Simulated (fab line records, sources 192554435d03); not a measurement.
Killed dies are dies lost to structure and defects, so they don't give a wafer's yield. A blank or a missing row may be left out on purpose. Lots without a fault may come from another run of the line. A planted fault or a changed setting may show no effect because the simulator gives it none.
Chamber matching | flow n5_finfet | N5_BEOL_M7_ILD_DEP_00 on pecvd-04: 3 sister chambers
The step deposits SiCOH lowk from DEMS/porogen, target thk 179.75 nm, time 33.4 s. 3 wafers are shown with their chamber, then 7 later ones without.

WAFERS WITH THEIR CHAMBER
wafer  | chamber | showerhead_plenum_p_Torr (Torr)
L083.3 | 0       | 5.786
L087.2 | 2       | 5.729
L087.5 | 1       | 5.768

WAFERS WITHOUT THEIR CHAMBER
wafer  | showerhead_plenum_p_Torr (Torr)
L087.6 | 5.737
L089.3 | 5.767
L089.4 | 5.766
L089.6 | 5.740
L092.2 | 5.756
L092.4 | 5.735
L092.6 | 5.746

WHICH CHAMBER EACH WENT THROUGH
wafer  | from the rows above          | in truth
L087.6 | 2                            | 2
L089.3 | can't be placed: 1 or 0      | 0
L089.4 | can't be placed: 1 or 0      | 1
L089.6 | can't be placed: 2 or 1      | 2
L092.2 | can't be placed: 1 or 2 or 0 | 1
L092.4 | 2                            | 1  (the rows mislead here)
L092.6 | can't be placed: 2 or 1      | 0
Placed correctly: 1 of 7. Can't be placed from these rows: 5 (the true chamber is among the candidates in 4). Placed wrongly: 1.
How it was worked out, from the rows above alone: a wafer's distance from a chamber is the root of the sum, over the readings, of the square of ((its reading less the chamber's mean) divided by the reading's scatter). The wafer belongs to the nearest chamber; if the next one is less than 2 further off, it can't be placed. A chamber's mean is the mean of its shown wafers. The scatter: with one shown wafer a chamber, the root of the mean of the squares of how far each hidden wafer lies from its nearest shown one.
